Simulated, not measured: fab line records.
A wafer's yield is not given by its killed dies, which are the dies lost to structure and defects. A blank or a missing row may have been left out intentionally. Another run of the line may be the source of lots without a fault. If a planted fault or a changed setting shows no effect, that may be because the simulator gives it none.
Which tool did it? ; flow n5-finfet ; 30 wafers from 10 lots sampled at 2 of the route's 1938 steps

WHAT THE GAUGES SHOWED, per wafer
N5_BEOL_M6_INSPECT_30: inspects for defects (brightfield).
lot;measured;on;raw-defect-count
L904;day 9 18:19;defect-inspect-01;332 253 334
L903;day 9 21:57;defect-inspect-01;452 498 425
L905;day 10 00:49;defect-inspect-01;470 430 375
L909;day 11 14:13;defect-inspect-02;463 334 415
L907;day 11 17:59;defect-inspect-01;404 355 459
L911;day 11 21:51;defect-inspect-01;317 467 331
L912;day 12 03:10;defect-inspect-01;463 334 481
L919;day 14 19:32;defect-inspect-01;660 465 439
L921;day 15 12:41;defect-inspect-02;387 287 318
L923;day 16 00:12;defect-inspect-02;295 444 270

EACH LOT AND THE TOOL THAT RAN IT (in order: tool; ch and the chambers of the sampled wafers; start)
lot;N5_BEOL_M6_STRIP_67
L904;rie-diel-03 ch 2,3, day 9 17:33
L903;rie-diel-03 ch 0,2, day 9 20:16
L905;rie-diel-03 ch 0,2,3, day 10 00:05
L909;rie-diel-04 ch 0,1,2, day 11 12:17
L907;rie-diel-04 ch 0,1, day 11 17:11
L911;rie-diel-01 ch 0,1,3, day 11 19:32
L912;rie-diel-03 ch 1,2,3, day 11 23:14
L919;rie-diel-01 ch 0,1,3, day 14 17:33
L921;rie-diel-01 ch 1,2,3, day 15 10:00
L923;rie-diel-03 ch 0,3, day 15 23:13
- N5_BEOL_M6_STRIP_67: strips in CF4.

AS READ BY THE TOOLS THEMSELVES (means over the sampled wafers that have a number; for cases with no such wafer, the mark the record gives instead)
N5_BEOL_M6_STRIP_67.
lot;tool;drypump-motor-current-A (A);oes-product-au (a.u.);rf-vpp-V (V);showerhead-plenum-p-Torr (Torr);throttle-valve-pct (%)
L904;rie-diel-03;5.27;0.86;272.6;1.84;13.47
L903;rie-diel-03;5.52;0.90;271.7;1.84;13.11
L905;rie-diel-03;5.40;0.87;273.0;1.84;13.28
L909;rie-diel-04;5.61;0.77;270.9;1.75;13.51
L907;rie-diel-04;5.66;0.70;270.7;1.74;13.64
L911;rie-diel-01;5.40;0.74;269.8;1.75;13.61
L912;rie-diel-03;5.40;0.87;273.0;1.85;13.47
L919;rie-diel-01;5.40;0.90;271.9;1.82;13.27
L921;rie-diel-01;5.55;0.81;270.1;1.78;13.53
L923;rie-diel-03;5.56;0.79;271.7;1.80;13.41

THE ANSWER, worked out from the rows above alone
Rule: usual is defined by the lots themselves. The widest of any qualifying gaps counts: lots, ordered by their means at a reading, are off when they make up no more than a third of the lots, leave a main group of 4 or more, and stand apart from it by 3 or more times the standard deviation of that group's means. Not used: any main group whose means are identical at the precision the tables above print for the reading. A lot without any number at a reading at which 4 lots or more have one is off too. Where the step has rows for the other lots, those lots are counted as sound. After the gauges, taken in route order, come the tools' own readings; for these a lot's mean is taken, as printed above. The first step at which some lot is off is used, and at that step the reading that is off furthest; a lot without a number counts as furthest.
Nothing can be told from this: no lot is off at any reading shown.

WHAT THE SIMULATOR HAD INSERTED
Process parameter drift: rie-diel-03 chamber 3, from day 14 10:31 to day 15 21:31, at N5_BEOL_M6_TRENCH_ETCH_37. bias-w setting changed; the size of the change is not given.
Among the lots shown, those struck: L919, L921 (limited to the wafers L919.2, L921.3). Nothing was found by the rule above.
